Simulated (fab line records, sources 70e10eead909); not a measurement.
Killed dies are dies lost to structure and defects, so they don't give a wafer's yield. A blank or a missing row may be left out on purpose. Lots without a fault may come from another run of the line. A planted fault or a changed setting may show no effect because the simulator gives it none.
Chamber matching | flow nand_harc | NHARC_A_STAIRCASE_ALD_415 on ald_hk-03: 4 sister chambers
The step deposits SiO2, target thk 30 nm, pulse time 6 s, ald cycles 300. 4 wafers are shown with their chamber, then 8 later ones without.

WAFERS WITH THEIR CHAMBER
wafer  | chamber | heater_power_w (W)
L081.5 | 2       | 477
L088.2 | 0       | 502
L088.4 | 1       | 433
L091.1 | 3       | 514

WAFERS WITHOUT THEIR CHAMBER
wafer  | heater_power_w (W)
L091.2 | 493
L091.6 | 424
L094.2 | 462
L094.3 | 433
L094.4 | 504
L097.3 | 432
L097.4 | 470
L097.6 | 489

WHICH CHAMBER EACH WENT THROUGH
wafer  | from the rows above          | in truth
L091.2 | can't be placed: 0 or 2 or 3 | 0
L091.6 | 1                            | 1
L094.2 | can't be placed: 2 or 1      | 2
L094.3 | 1                            | 1
L094.4 | can't be placed: 0 or 3      | 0
L097.3 | 1                            | 1
L097.4 | 2                            | 2
L097.6 | can't be placed: 2 or 0 or 3 | 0
Placed correctly: 4 of 8. Can't be placed from these rows: 4 (the true chamber is among the candidates in 4). Placed wrongly: 0.
How it was worked out, from the rows above alone: a wafer's distance from a chamber is the root of the sum, over the readings, of the square of ((its reading less the chamber's mean) divided by the reading's scatter). The wafer belongs to the nearest chamber; if the next one is less than 2 further off, it can't be placed. A chamber's mean is the mean of its shown wafers. The scatter: with one shown wafer a chamber, the root of the mean of the squares of how far each hidden wafer lies from its nearest shown one.
